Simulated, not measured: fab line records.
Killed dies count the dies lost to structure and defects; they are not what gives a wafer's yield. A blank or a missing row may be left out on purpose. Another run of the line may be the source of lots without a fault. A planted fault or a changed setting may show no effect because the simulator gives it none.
fab line records -- flow n5Finfet -- part 2 of 2: steps 5 to 6 of 6
[record] lots = 24, wafers = 72, lastDay = 20
route steps=1938 shown BEOL_M13@1692 BEOL_M14@1726
lots with no fault: from the same line, run without faults
startH: the number of hours between the record's first day and the start of the first shown wafer of the lot -- waitH: hours from the lot's prior step to this one -- " the same as in the row above -- L1.1+2: a row that stands for several wafers -- - value missing, or start not given -- * or withheld: withheld -- < > ~ a bound
route shown NAME@n: a module of which the file shows steps, and the number in the route of the first -- usual: mean/standard deviation taken from wafers without a fault -- same: alike in all rows -- chamber/n: place in a boat -- sites: per-site readings -- _std_site: how widely they spread, as a standard deviation -- _edge_site: outer sites' mean less inner sites' -- radiusMm: how far each site lies from the wafer's centre -- mask NAME#n: copy n -- behind: the tool/chamber that last shaped the wafer -- hold: cause of the lot's hold/its duration in hours/its outcome -- device: which transistor (n, p or np) failed to switch -- end of line: tests of these same wafers at the route's end -- a step without rows: its recipe alone -- killed: at the first sort, the dies lost to defects and structure; wafer yield is something else -- map: a wafer's dies, x killed, . not, _ none there
set.NAME: the run value of the setting; set.NAME@STEP: its run value at that earlier step -- model.NAME: the simulator's own value behind a step, which no gauge read
the route's steps for a sample of lots (tables are steps, rows are wafers)
services: a tool's chamber out of use, with start hour (startH, from the record's first day; less than 0 if before it), hours out, and reason
[[steps]]
[step N5_BEOL_M14_ETCH_68]
[recipe] chemistry = N2/H2, target = SOC, maskMaterial = SiARC, sourceW = 3000, biasW = 350, tempC = 40, timeS = 450, ionEnergyEv = 200, pressureMtorr = 30, n2FlowSccm = 200, h2FlowSccm = 200
[usual] drypumpMotorCurrentA = 5.8/0.4, h2FlowSccm = 200.0/0.61, oesProductAu = 0.78/0.072, rfVppV = 524.4/1.9, showerheadPlenumPTorr = 2.56/0.067, tempC = 39.99/0.12, throttleValvePct = 17.82/0.21
lot.wafer,tool,chamber,startH,waitH,drypumpMotorCurrentA,h2FlowSccm,oesProductAu,rfHoursCounterH,rfVppV,showerheadPlenumPTorr,tempC,throttleValvePct
L074.2,rieDiel-06,1,286.84,0.1,5.7,200.0,0.80,98,524.8,2.56,39.88,17.83
L074.5,rieDiel-06,0,286.84,0.1,6.0,199.4,0.71,-,523.6,2.51,40.03,18.07
L074.6,rieDiel-06,1,286.84,0.1,5.7,199.8,0.81,-,524.1,2.56,39.87,17.84
L075.2,rieDiel-01,3,313.43,0.1,5.6,199.8,0.74,178,522.3,2.53,40.08,17.95
L075.3,rieDiel-01,2,313.43,0.1,6.3,199.9,0.79,106,521.3,2.46,39.87,17.91
L075.4,rieDiel-01,3,313.43,0.1,5.6,200.0,0.73,-,525.0,2.53,40.05,17.93
L077.1,rieDiel-01,2,314.29,0.1,6.2,199.9,0.80,106,521.3,2.46,39.89,17.89
L077.2,rieDiel-01,1,314.29,0.1,5.8,199.2,0.79,126,524.1,2.56,40.18,17.80
L077.5,rieDiel-01,1,314.29,0.1,5.8,199.5,0.78,-,524.8,2.56,39.99,17.79
L076.1,rieDiel-04,1,316.85,0.1,5.3,201.1,0.76,140,524.7,2.54,40.06,17.47
L076.2,rieDiel-04,3,316.85,0.1,6.5,200.8,0.73,218,527.3,2.62,40.10,17.58
L076.4,rieDiel-04,0,316.85,0.1,6.4,200.2,0.85,59,527.5,2.70,39.94,17.70
L078.1,rieDiel-06,3,320.65,0.1,5.9,199.8,0.71,186,523.8,2.52,39.92,17.78
L078.3,rieDiel-06,2,320.65,0.1,5.1,198.6,0.70,218,525.9,2.62,39.91,17.81
L078.5,rieDiel-06,3,320.65,0.1,5.9,199.5,0.72,-,523.3,2.52,39.97,17.79
L079.3,rieDiel-01,2,320.98,0.1,6.3,199.2,0.79,111,521.8,2.45,39.94,17.91
L079.5,rieDiel-01,2,320.98,0.1,6.2,200.3,0.79,-,520.8,2.45,39.80,17.91
L079.6,rieDiel-01,1,320.98,0.1,5.8,199.2,0.77,-,523.8,2.55,39.95,17.81
L081.1,rieDiel-01,3,329.93,0.1,5.6,200.0,0.72,187,524.2,2.52,40.08,17.98
L081.3,rieDiel-01,1,329.93,0.1,5.8,199.9,0.77,133,524.3,2.55,40.02,17.81
L081.6,rieDiel-01,3,329.93,0.1,5.6,199.9,0.73,-,522.9,2.52,40.13,17.98
L082.1,rieDiel-06,0,335.32,0.1,5.9,199.7,0.69,234,522.4,2.50,40.02,18.08
L082.3,rieDiel-06,1,335.32,0.1,5.8,201.2,0.79,111,525.3,2.55,40.07,17.85
L082.4,rieDiel-06,3,335.32,0.1,5.9,199.6,0.71,191,524.3,2.52,40.06,17.80
L080.3,rieDiel-06,2,340.12,0.1,5.1,200.2,0.70,225,526.2,2.62,40.01,17.82
L080.5,rieDiel-06,3,340.12,0.1,5.9,200.8,0.72,-,523.2,2.52,39.98,17.79
L080.6,rieDiel-06,0,340.12,0.1,6.0,200.2,0.70,-,522.9,2.50,39.81,18.10
L084.1,rieDiel-01,0,340.59,0.1,5.8,199.7,0.80,114,527.3,2.66,39.87,17.91
L084.2,rieDiel-01,2,340.59,0.1,6.2,200.8,0.79,118,522.1,2.45,39.91,17.92
L084.4,rieDiel-01,0,340.59,0.1,5.8,200.5,0.79,-,528.0,2.66,39.84,17.92
L083.1,rieDiel-04,3,343.05,0.1,6.5,199.5,0.72,231,524.1,2.61,40.07,17.60
L083.4,rieDiel-04,3,343.05,0.1,6.5,199.8,0.72,-,525.5,2.61,40.14,17.60
L083.6,rieDiel-04,1,343.05,0.1,5.3,201.8,0.75,-,523.2,2.53,40.02,17.50
L085.2,rieDiel-04,1,361.24,0.1,5.3,199.6,0.74,160,523.8,2.53,39.93,17.51
L085.3,rieDiel-04,3,361.24,0.1,6.5,199.2,0.71,238,526.1,2.61,39.87,17.61
L085.6,rieDiel-04,1,361.24,0.1,5.3,200.5,0.74,-,523.9,2.53,40.07,17.50
L086.1,rieDiel-01,2,366.16,0.1,6.2,199.7,0.77,129,521.5,2.45,39.80,17.95
L086.4,rieDiel-01,0,366.16,0.1,5.8,200.4,0.79,122,527.4,2.66,39.62,17.94
L086.6,rieDiel-01,2,366.16,0.1,6.2,199.3,0.77,-,520.6,2.45,40.00,17.93
L088.2,rieDiel-01,1,371.88,0.1,5.7,199.4,0.77,145,525.6,2.55,40.12,17.83
L088.4,rieDiel-01,3,371.88,0.1,5.6,200.6,0.71,202,522.8,2.52,40.16,18.01
L088.5,rieDiel-01,2,371.88,0.1,6.3,199.6,0.76,-,522.4,2.45,39.97,17.95
L087.2,rieDiel-04,2,372.57,0.1,5.4,199.6,0.92,13,525.2,2.60,40.22,18.00
L087.3,rieDiel-04,0,372.57,0.1,6.4,198.9,0.83,77,527.1,2.69,40.03,17.74
L087.5,rieDiel-04,2,372.57,0.1,5.5,200.1,0.91,-,523.8,2.60,40.02,18.00
L089.2,rieDiel-01,2,388.70,0.1,6.2,199.8,0.77,138,521.0,2.44,39.81,17.96
L089.4,rieDiel-01,3,388.70,0.1,5.6,200.9,0.71,207,523.1,2.52,40.00,18.01
L089.5,rieDiel-01,2,388.70,0.1,6.2,198.7,0.77,-,519.5,2.44,40.08,17.96
L093.1,rieDiel-01,0,406.23,0.1,5.7,199.6,0.77,138,527.2,2.65,39.91,17.94
L093.3,rieDiel-01,3,406.23,0.1,5.6,200.5,0.71,214,524.0,2.51,40.00,18.03
L093.5,rieDiel-01,0,406.23,0.1,5.8,200.5,0.77,-,527.6,2.65,40.16,17.96
L092.1,rieDiel-04,1,406.56,0.1,5.4,200.0,0.73,175,522.5,2.53,40.13,17.51
L092.2,rieDiel-04,2,406.56,0.1,5.5,200.7,0.90,23,525.1,2.60,40.06,18.02
L092.5,rieDiel-04,0,406.56,0.1,6.4,201.2,0.82,-,529.0,2.68,40.12,17.76
L090.1,rieDiel-04,1,410.90,0.1,5.3,199.7,0.73,176,524.2,2.53,39.90,17.52
L090.4,rieDiel-04,0,410.90,0.1,6.4,200.2,0.81,-,527.2,2.68,39.83,17.75
L090.5,rieDiel-04,1,410.90,0.1,5.3,199.7,0.73,-,524.2,2.53,39.98,17.52
L091.1,rieDiel-04,0,411.63,0.1,6.4,200.5,0.81,88,528.3,2.68,40.11,17.75
L091.4,rieDiel-04,2,411.63,0.1,5.5,200.5,0.89,-,525.1,2.59,40.11,18.02
L091.6,rieDiel-04,1,411.63,0.1,5.3,199.6,0.73,-,523.8,2.52,39.92,17.53
L096.1,rieDiel-04,1,431.74,0.1,5.3,199.6,0.72,184,522.9,2.52,39.93,17.54
L096.2,rieDiel-04,3,431.74,0.1,6.5,200.7,0.96,6,524.9,2.60,40.07,17.19
L096.3,rieDiel-04,2,431.74,0.1,5.4,200.1,0.89,33,525.1,2.59,39.98,18.04
L095.1,rieDiel-04,1,436.54,0.1,5.3,199.5,0.73,188,521.6,2.52,39.96,17.56
L095.2,rieDiel-04,2,436.54,0.1,5.5,199.3,0.88,36,525.3,2.59,39.89,18.05
L095.4,rieDiel-04,3,436.54,0.1,6.5,200.3,0.95,9,523.6,2.60,39.99,17.21
L097.4,rieDiel-04,2,446.36,0.1,5.5,199.3,0.86,39,523.8,2.59,40.10,18.03
L097.5,rieDiel-04,0,446.36,0.1,6.4,200.1,0.80,-,526.2,2.68,40.01,17.77
L097.6,rieDiel-04,3,446.36,0.1,6.5,200.2,0.92,-,524.2,2.60,39.74,17.22
L094.1,rieDiel-06,1,455.46,0.1,5.7,199.4,0.74,161,524.5,2.53,39.99,17.94
L094.4,rieDiel-06,0,455.46,0.1,5.9,199.6,0.91,18,522.1,2.49,39.89,17.74
L094.5,rieDiel-06,1,455.46,0.1,5.7,199.7,0.75,-,523.9,2.53,40.14,17.95
[step N5_BEOL_M14_DEGAS_41]
[recipe] ambient = vacuum, tempC = 300, timeS = 60
[usual] heaterPowerW = 467/51
lot.wafer,tool,chamber,startH,waitH,heaterPowerW
L074.2,pvdSputter-02,-,290.89,0.2,510
L074.5,pvdSputter-02,-,290.89,0.2,529
L074.6,pvdSputter-02,-,290.89,0.2,453
L075.2,pvdSputter-02,-,314.47,0.3,490
L075.3,pvdSputter-02,-,314.47,0.3,530
L075.4,pvdSputter-02,-,314.47,0.3,451
L077.1,pvdSputter-02,-,316.81,0.1,503
L077.2,pvdSputter-02,-,316.81,0.1,528
L077.5,pvdSputter-02,-,316.81,0.1,535
L076.1,pvdSputter-02,-,318.35,0.2,492
L076.2,pvdSputter-02,-,318.35,0.2,519
L076.4,pvdSputter-02,-,318.35,0.2,529
L078.1,pvdSputter-02,-,323.69,0.5,457
L078.3,pvdSputter-02,-,323.69,0.5,487
L078.5,pvdSputter-02,-,323.69,0.5,516
L079.3,pvdSputter-02,-,324.21,0.5,457
L079.5,pvdSputter-02,-,324.21,0.5,491
L079.6,pvdSputter-02,-,324.21,0.5,455
L081.1,pvdSputter-03,-,330.82,0.0,401
L081.3,pvdSputter-03,-,330.82,0.0,404
L081.6,pvdSputter-03,-,330.82,0.0,401
L082.1,pvdSputter-03,-,336.95,0.2,468
L082.3,pvdSputter-03,-,336.95,0.2,402
L082.4,pvdSputter-03,-,336.95,0.2,424
L080.3,pvdSputter-03,-,343.80,0.1,402
L080.5,pvdSputter-03,-,343.80,0.1,437
L080.6,pvdSputter-03,-,343.80,0.1,403
L084.1,pvdSputter-03,-,344.24,0.5,470
L084.2,pvdSputter-03,-,344.24,0.5,396
L084.4,pvdSputter-03,-,344.24,0.5,425
L083.1,pvdSputter-01,-,344.61,0.3,504
L083.4,pvdSputter-01,-,344.61,0.3,581
L083.6,pvdSputter-01,-,344.61,0.3,591
L085.2,pvdSputter-03,-,363.92,0.1,421
L085.3,pvdSputter-03,-,363.92,0.1,460
L085.6,pvdSputter-03,-,363.92,0.1,430
L086.1,pvdSputter-03,-,369.11,0.3,401
L086.4,pvdSputter-03,-,369.11,0.3,464
L086.6,pvdSputter-03,-,369.11,0.3,408
L088.2,pvdSputter-02,-,373.42,0.3,518
L088.4,pvdSputter-02,-,373.42,0.3,449
L088.5,pvdSputter-02,-,373.42,0.3,533
L087.2,pvdSputter-02,-,373.74,0.4,529
L087.3,pvdSputter-02,-,373.74,0.4,527
L087.5,pvdSputter-02,-,373.74,0.4,512
L089.2,pvdSputter-01,-,389.44,0.0,483
L089.4,pvdSputter-01,-,389.44,0.0,502
L089.5,pvdSputter-01,-,389.44,0.0,482
L093.1,pvdSputter-03,-,410.62,0.7,419
L093.3,pvdSputter-03,-,410.62,0.7,460
L093.5,pvdSputter-03,-,410.62,0.7,405
L092.1,pvdSputter-03,-,411.50,0.3,467
L092.2,pvdSputter-03,-,411.50,0.3,431
L092.5,pvdSputter-03,-,411.50,0.3,404
L090.1,pvdSputter-02,-,411.95,0.3,448
L090.4,pvdSputter-02,-,411.95,0.3,499
L090.5,pvdSputter-02,-,411.95,0.3,506
L091.1,pvdSputter-01,-,413.11,0.8,573
L091.4,pvdSputter-01,-,413.11,0.8,480
L091.6,pvdSputter-01,-,413.11,0.8,560
L096.1,pvdSputter-03,-,433.81,0.4,469
L096.2,pvdSputter-03,-,433.81,0.4,410
L096.3,pvdSputter-03,-,433.81,0.4,423
L095.1,pvdSputter-02,-,438.08,0.8,485
L095.2,pvdSputter-02,-,438.08,0.8,522
L095.4,pvdSputter-02,-,438.08,0.8,543
L097.4,pvdSputter-03,-,448.81,0.4,401
L097.5,pvdSputter-03,-,448.81,0.4,421
L097.6,pvdSputter-03,-,448.81,0.4,465
L094.1,pvdSputter-03,-,458.82,0.3,440
L094.4,pvdSputter-03,-,458.82,0.3,453
L094.5,pvdSputter-03,-,458.82,0.3,404
[[services]]
tool,chamber,startH,hours,kind
rieDiel-04,3,260.32,20.8,repair
rieDiel-05,2,281.14,7.1,repair
rieDiel-02,0,294.77,12.3,repair
rieDiel-01,0,311.39,14.6,repair
rieDiel-03,1,312.30,15.5,repair
rieDiel-05,3,315.21,3.1,repair
rieDiel-02,2,322.19,4.5,repair
rieDiel-01,1,323.83,2.3,repair
rieDiel-03,-,327.21,28.1,pm
rieDiel-04,0,328.48,9.2,repair
rieDiel-05,-,329.22,0.3,repair
rieDiel-02,-,332.96,1.8,repair
rieDiel-01,1,337.50,9.0,repair
rieDiel-02,0,350.85,2.9,repair
rieDiel-02,-,368.45,4.3,pm
rieDiel-03,-,374.24,1.1,repair
rieDiel-01,3,376.33,6.9,repair
rieDiel-05,3,381.29,7.0,repair
rieDiel-03,-,408.89,2.8,pm
rieDiel-02,-,412.46,0.3,repair
rieDiel-04,0,429.94,6.2,repair
rieDiel-05,2,431.49,8.2,repair
rieDiel-05,0,434.83,5.0,repair
pvdSputter-02,-,444.70,7.5,repair
